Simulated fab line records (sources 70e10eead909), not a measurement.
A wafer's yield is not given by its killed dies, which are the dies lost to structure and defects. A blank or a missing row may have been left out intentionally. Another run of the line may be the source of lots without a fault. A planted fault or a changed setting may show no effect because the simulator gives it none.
Problem report in the 8D (eight disciplines) form, filled by code ; flow nandHarc ; the parts of the form that need people (team, actions taken, sign-off) are left out

1. THE PROBLEM
mfcPrecursorSccm at NHARC_A_STAIRCASE_DEP_325 reads a mean of 215.9 sccm on 6 wafers of 2 lots; wafers without a fault read 200.0 sccm with a standard deviation of 0.6. Measured from the usual mean, that is +27 standard deviations.
The step: deposits SiO2, target thk 3800 nm.
The first sign was on wafer L592.1 at day 16 21:18, on pecvd-01. The record has a number at this step for 36 wafers belonging to 12 lots. By rule, "out" or "out of limits" means more than 4 standard deviations away from the usual mean. The rest of the wafers with a number are treated as sound.

2. WHAT IT IS, WHAT IT ISN'T
question;is;is not
which readings at this step;mfcPrecursorSccm;heaterPowerW
which lots;L592, L593;L577, L578, L579, L581, L583, L584, L586, L587, L590, L591
which wafers of those lots;all that have a number;-
read on which tools;pecvd-01;pecvd-02, pecvd-03
when;from day 16 21:18;"up to then (27 sound wafers); but 3 sound wafers of L590 came after"

3. SUSPECTS, AND WHAT RULES EACH OUT
Counting: a tool at a process step up to the reading stays a suspect if it ran every lot that is out and no sound lot after the first of them.
- rieDiel-01 at NHARC_A_STAIRCASE_STRIP_476 (strips in O2, time 20 s): kept. Every lot that is out went through it, starting with L592 (day 15 17:31), and after that it ran no sound lot; the last sound lot it ran before then is L591 (day 15 03:42).
- pecvd-01 at NHARC_A_STAIRCASE_DEP_417 (deposits Si3N4, target thk 60 nm): ruled out as a lasting fault. After its first lot that is out, L592 (day 15 17:39), sound lots L590 ran on it.
- pecvd-01 at NHARC_A_STAIRCASE_DEP_325 (deposits SiO2, target thk 3800 nm): kept. Every lot that is out went through it, starting with L592 (day 16 21:18), and after that it ran no sound lot; the last sound lot it ran before then is L591 (day 16 04:09). Its own mfcPrecursorSccm readings are out on those wafers.
Remaining after the count are rieDiel-01 at NHARC_A_STAIRCASE_STRIP_476 and pecvd-01 at NHARC_A_STAIRCASE_DEP_325.

4. THE CAUSE (what the simulator had put in)
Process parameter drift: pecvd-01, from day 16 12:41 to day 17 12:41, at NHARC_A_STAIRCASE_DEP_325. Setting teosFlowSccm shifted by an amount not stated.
After counting, 2 suspects remain, this tool included.

5. SEQUENCE OF EFFECTS, ordered by route
Rows list readings where the struck wafers' mean (over those with a number) sits beyond 3 standard deviations from the usual. Scope: only readings with a usual standard deviation given in the record; hours: median across lots of the time from each lot's start at the first step in this table that gives one to its start at this step; sigmas: change in usual standard deviations.
hours;step;reading;usual;on struck wafers;change;sigmas
0;NHARC_A_STAIRCASE_DEP_325;mfcPrecursorSccm;200.0 sccm;215.9;+15.9;+27
It contains these process steps:
- NHARC_A_STAIRCASE_DEP_325: deposits SiO2, target thk 3800 nm.

6. WHAT WOULD HAVE CAUGHT IT SOONER
First out-of-limits reading in this record: day 16 21:18, which is 9 hours after fault onset at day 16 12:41.
